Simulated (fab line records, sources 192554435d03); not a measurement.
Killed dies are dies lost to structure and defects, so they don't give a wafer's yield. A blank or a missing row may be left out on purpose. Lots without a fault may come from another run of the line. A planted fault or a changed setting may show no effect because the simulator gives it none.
Split-lot experiment | flow n5_finfet | 7 lots, 21 wafers read, on a route of 1938 steps

THE SPLIT
At N5_BEOL_M2_ETCH_64 (etches SOC in N2/H2, target depth 75 nm, overetch 22.5 nm, time 121.9 s), the setting time_s was moved away from the recipe's 121.9 s on 5 of the 21 wafers read, by -22.2% to +21.8%. The other wafers ran this setting at the recipe's value.

The reading is taken at the split's own step.

THE READING
SiARC_of_BEOL_M2_COAT_62.thk_nm (the simulator's own value, which no gauge read), in nm, at N5_BEOL_M2_ETCH_64 (etches SOC in N2/H2, target depth 75 nm, overetch 22.5 nm, time 121.9 s). The file gives no usual value for it. The 16 wafers here that ran the recipe average 6.3 nm, standard deviation 0.12 nm.

wafer  | tool, chamber at the split | time_s as run, s | against the recipe | SiARC_of_BEOL_M2_COAT_62.thk_nm, nm | against lot-mates on the recipe
L076.3 | rie_diel-03, 2             | 121.9            | recipe             | 6.2                                 | -
L076.5 | rie_diel-03, 0,3           | 121.9            | recipe             | 6.4                                 | -
L076.6 | rie_diel-03, 0,3           | 121.9            | recipe             | 6.4                                 | -
L077.1 | rie_diel-03, 0             | 121.9            | recipe             | 6.4                                 | -
L077.3 | rie_diel-03, 1             | 121.9            | recipe             | 6.6                                 | -
L077.4 | rie_diel-03, 2             | 148.5            | +21.8%             | 5.2                                 | -1.3
L079.2 | rie_diel-06, 3,1,1         | 121.9            | recipe             | 6.2                                 | -
L079.4 | rie_diel-06, 3,1,1         | 121.9            | recipe             | 6.2                                 | -
L079.6 | rie_diel-06, 3,1,1         | 121.9            | recipe             | 6.2                                 | -
L080.3 | rie_diel-04, 1,2           | 94.8             | -22.2%             | 7.6                                 | +1.4
L080.4 | rie_diel-04, 1,2           | 94.8             | -22.2%             | 7.6                                 | +1.4
L080.6 | rie_diel-04, 1             | 121.9            | recipe             | 6.2                                 | -
L083.3 | rie_diel-04, 0,2,3         | 121.9            | recipe             | 6.2                                 | -
L083.4 | rie_diel-04, 0,2,3         | 121.9            | recipe             | 6.2                                 | -
L083.5 | rie_diel-04, 0,2,3         | 121.9            | recipe             | 6.2                                 | -
L092.1 | rie_diel-06, 2,0           | 121.9            | recipe             | 6.4                                 | -
L092.5 | rie_diel-06, 2,0           | 121.9            | recipe             | 6.4                                 | -
L092.4 | rie_diel-06, 1             | 121.9            | recipe             | 6.2                                 | -
L097.4 | rie_diel-03, 3             | 114.4            | -6.2%              | 6.6                                 | +0.4
L097.5 | rie_diel-03, 3             | 121.9            | recipe             | 6.2                                 | -
L097.6 | rie_diel-03, 0             | 114.4            | -6.2%              | 6.8                                 | +0.6
Where a row lists several chambers, the file gives one row for several wafers and doesn't say which wafer went through which chamber.

THE FIT
A straight line over all 21 wafers: SiARC_of_BEOL_M2_COAT_62.thk_nm changes by -0.0562 nm for each +1% of time_s; r = -0.97; the points scatter about the line by 0.12 nm.
The same after taking each lot's own level away (the mean of its wafers on the recipe; 21 wafers): -0.0625 nm for each +1%; r = -0.99; scatter 0.079 nm.
On that fit, the largest move of time_s shifts the reading by 1.4 nm.
The lots' own levels span 6.20 to 6.50 nm, that is 2.5 times the standard deviation above.
So the lot-to-lot level changes the slope: the two fits differ.
Check: with one of the wafers moved furthest among these (-22.2%) left out of the fit, the line predicts +1.41 nm for it against its lot-mates. It came out at +1.4 nm against them.

OTHER SPLITS ON THESE WAFERS
These wafers also went through other splits before the reading. Each is held against what the fit with the lots' levels taken away leaves over:
other split on the same wafers          | wafers away from the commonest value | r with SiARC_of_BEOL_M2_COAT_62.thk_nm (lot level and that fit taken away)
N5_MOL_CONTACT_COAG_COAT_02 spin_rpm    | 5                                    | -0.04
N5_MOL_CONTACT_COAG_ETCHBACK_135 time_s | 9                                    | +0.30
N5_MOL_CONTACT_COAG_VIA_ETCH_46 bias_w  | 11                                   | +0.07
N5_BEOL_M0_SAQP_COAT_34 spin_rpm        | 2                                    | -0.10
N5_BEOL_M0_SAQP_CUT_ETCH_46 time_s      | 6                                    | -0.13
N5_BEOL_M1_PECVD_72 time_s              | 5                                    | -0.46
N5_BEOL_M2_DESCUM_16 time_s             | 5                                    | +0.27

THE FILE'S OWN FIT
SiARC_of_BEOL_M2_COAT_62.thk_nm changes by -0.0621 nm for each +1% of time_s, r = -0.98.
